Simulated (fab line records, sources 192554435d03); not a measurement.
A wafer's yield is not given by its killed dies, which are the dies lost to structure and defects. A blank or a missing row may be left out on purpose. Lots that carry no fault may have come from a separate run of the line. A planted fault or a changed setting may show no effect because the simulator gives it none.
What tool caused it? ; flow n5 finfet ; 31 wafers from 11 lots sampled at 4 of the route's 1938 steps

== WHAT THE GAUGES READ, wafer by wafer ==
N5_BEOL_M5_RS_MEAS_57: a four-point-probe measurement.
lot;measured;on;M5_RS (ohm/sq)
L308;day 9 19:50;film metro-02;0.398 0.363 0.385
L309;day 9 22:53;film metro-01;0.419 0.392 0.406
L311;day 10 12:04;film metro-02;0.374 0.366 0.379
L312;day 10 23:47;film metro-01;0.395 0.407
L313;day 11 06:40;film metro-02;0.400 0.385
L314;day 11 08:17;film metro-01;0.398 0.394 0.411
L322;day 13 07:14;film metro-01;0.399 0.399 0.364
L324;day 13 19:14;film metro-02;0.411 0.403 0.411
L325;day 14 03:31;film metro-02;0.391 0.389 0.397
L326;day 14 05:04;film metro-02;0.383 0.391 0.366
L327;day 14 12:30;film metro-01;0.416 0.369 0.404

== WHAT TOOL EACH LOT RAN ON (gives the tool, then ch and the chambers of the sampled wafers, and finally the start) ==
lot;N5_BEOL_M5_ANNEAL_84;N5_BEOL_M5_ECD_50;N5_BEOL_M5_CMP_52
L308;pvd sputter-03, day 9 16:38;ecd cu-02 ch 0,1, day 9 18:52;cmp-04 ch 1,2,3, day 9 19:17
L309;pvd sputter-02, day 9 19:44;ecd cu-01 ch 0,1, day 9 21:56;cmp-03 ch 0,2,3, day 9 22:20
L311;pvd sputter-03, day 10 07:48;ecd cu-02 ch 0,1, day 10 10:01;cmp-04 ch 1,2,3, day 10 11:20
L312;pvd sputter-02, day 10 20:32;ecd cu-01 ch 0,1, day 10 22:46;cmp-04 ch 1,2, day 10 23:14
L313;pvd sputter-03, day 11 03:31;ecd cu-01 ch 0, day 11 05:43;cmp-02 ch 0,1, day 11 06:07
L314;pvd sputter-02, day 11 05:08;ecd cu-01 ch 0,1, day 11 07:20;cmp-04 ch 2,3, day 11 07:46
L322;pvd sputter-02, day 13 04:05;ecd cu-02 ch 0,1, day 13 06:17;cmp-03 ch 0,2,3, day 13 06:46
L324;pvd sputter-01, day 13 16:05;ecd cu-01 ch 1, day 13 18:17;cmp-02 ch 1,2,3, day 13 18:40
L325;pvd sputter-03, day 14 00:10;ecd cu-02 ch 0,1, day 14 02:23;cmp-03 ch 0,2,3, day 14 03:02
L326;pvd sputter-02, day 14 01:55;ecd cu-01 ch 0,1, day 14 04:08;cmp-02 ch 0,1,3, day 14 04:35
L327;pvd sputter-02, day 14 08:59;ecd cu-01 ch 0,1, day 14 11:13;cmp-02 ch 0,3, day 14 11:59
- N5_BEOL_M5_ANNEAL_84: time 1800 s.
- N5_BEOL_M5_ECD_50: material Cu, target thk 300 nm.
- N5_BEOL_M5_CMP_52: polishes, stops on SiCOH lowk, t overpolish 6.9 s, target thk 62 nm.

== THE ANSWER, worked out from the rows above alone ==
Rule: what is usual is taken from the lots themselves. Put in order of their means at a reading, lots are off if they are a third of the lots or fewer, leave a main group of 4 or more, and stand apart from it by a gap of 3 or more times the standard deviation of the main group's means; of several such gaps the widest counts. If all means in a main group match to the digits the tables above print for the reading, that group is not used. A lot without any number at a reading at which 4 lots or more have one is off too. Any other lot the step has rows for is counted as sound.
Across all readings shown, no lot is off: no conclusion can be drawn from this.

== WHAT WAS PUT IN BY THE SIMULATOR ==
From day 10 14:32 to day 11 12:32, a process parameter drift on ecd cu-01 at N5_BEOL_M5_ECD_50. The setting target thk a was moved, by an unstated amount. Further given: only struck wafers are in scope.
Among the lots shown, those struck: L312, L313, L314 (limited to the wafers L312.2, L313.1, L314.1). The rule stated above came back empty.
